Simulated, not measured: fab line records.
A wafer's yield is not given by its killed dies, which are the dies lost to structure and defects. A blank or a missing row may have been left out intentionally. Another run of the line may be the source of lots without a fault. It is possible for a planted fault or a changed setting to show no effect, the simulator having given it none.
Chamber matching | flow n5_finfet | N5_SPACER0_ALD_07 on ald_sin-04 has 4 sister chambers
The step deposits SiNx, target thk 2 nm. 4 wafers are shown with their chamber, then 8 later ones without.

## WAFERS WITH THEIR CHAMBER
wafer  | chamber | heater_power_w (W)
L079.3 | 1       | 704
L080.6 | 2       | 786
L082.2 | 0       | 874
L084.1 | 3       | 753

## WAFERS MISSING THEIR CHAMBER
wafer  | heater_power_w (W)
L084.3 | 703
L084.4 | 908
L089.1 | 755
L089.2 | 737
L089.6 | 754
L092.3 | 735
L092.4 | 687
L092.5 | 779

## THE CHAMBER EACH PASSED THROUGH
wafer  | from the rows above     | in truth
L084.3 | 1                       | 1
L084.4 | 0                       | 0
L089.1 | can't be placed: 3 or 2 | 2
L089.2 | can't be placed: 3 or 1 | 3
L089.6 | can't be placed: 3 or 2 | 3
L092.3 | can't be placed: 3 or 1 | 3
L092.4 | 1                       | 1
L092.5 | can't be placed: 2 or 3 | 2
Correct placement for 3 of the 8. Not placeable from these rows: 5 (in 5, the candidates include the true chamber). 0 placed wrongly.
How it was worked out, from the rows above alone: a wafer's distance from a chamber is the root of the sum, over the readings, of the square of ((its reading less the chamber's mean) divided by the reading's scatter). If the next closest chamber is less than 2 further off than the closest, the wafer can't be placed; otherwise it belongs to the closest. The mean given for a chamber averages the wafers shown for that chamber. The scatter (one wafer shown for each chamber): square how far every hidden wafer sits from the nearest shown wafer, average those squares and take the square root.
